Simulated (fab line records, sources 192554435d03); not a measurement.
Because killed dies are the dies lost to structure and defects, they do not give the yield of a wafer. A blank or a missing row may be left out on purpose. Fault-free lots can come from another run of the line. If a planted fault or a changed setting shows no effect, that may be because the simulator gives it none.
Chamber matching + flow n5-finfet + N5_HKMG_FIN_ALD_75 on ald-hk-02: 4 sister chambers
The step deposits Al2O3, target thk 1 nm, co reactant pulse time 1 s. 8 wafers are shown with their chamber, then 8 later ones without.

## EACH WAFER AND ITS CHAMBER
| wafer  | chamber | heater-power-w (W) | susceptor-temp-C (C) |
|--------|---------|--------------------|----------------------|
| L078.1 | 0       | 155                | 149.90               |
| L078.5 | 0       | 151                | 150.06               |
| L085.2 | 1       | 149                | 150.14               |
| L085.6 | 3       | 173                | 149.86               |
| L089.2 | 1       | 146                | 149.94               |
| L089.5 | 2       | 141                | 149.95               |
| L089.6 | 3       | 175                | 149.92               |
| L090.2 | 2       | 137                | 149.92               |

## WAFERS WHOSE CHAMBER IS MISSING
| wafer  | heater-power-w (W) | susceptor-temp-C (C) |
|--------|--------------------|----------------------|
| L090.3 | 148                | 149.98               |
| L090.5 | 154                | 150.05               |
| L094.2 | 143                | 149.90               |
| L094.4 | 170                | 150.08               |
| L094.6 | 140                | 149.98               |
| L096.1 | 170                | 149.94               |
| L096.5 | 170                | 150.03               |
| L096.6 | 139                | 149.86               |

## THE CHAMBER EACH PASSED THROUGH
| wafer  | from the rows above     | in truth |
|--------|-------------------------|----------|
| L090.3 | can't be placed: 1 or 0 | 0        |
| L090.5 | can't be placed: 0 or 1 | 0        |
| L094.2 | can't be placed: 2 or 1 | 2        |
| L094.4 | 3                       | 3        |
| L094.6 | 2                       | 2        |
| L096.1 | 3                       | 3        |
| L096.5 | 3                       | 3        |
| L096.6 | 2                       | 2        |
5 of 8 placed correctly. Can't be placed from these rows: 3 (the true chamber is among the candidates in 3). 0 placed wrongly.
How it was worked out, from the rows above alone: a wafer's distance from a chamber is the root of the sum, over the readings, of the square of ((its reading less the chamber's mean) divided by the reading's scatter). If the next closest chamber is less than 2 further off than the closest, the wafer can't be placed; otherwise it belongs to the closest. Each chamber's mean is taken over the wafers shown for it. The scatter is the square root of a quotient: the sum, over the shown wafers, of each reading's squared deviation from its chamber's mean, divided by wafers minus chambers.
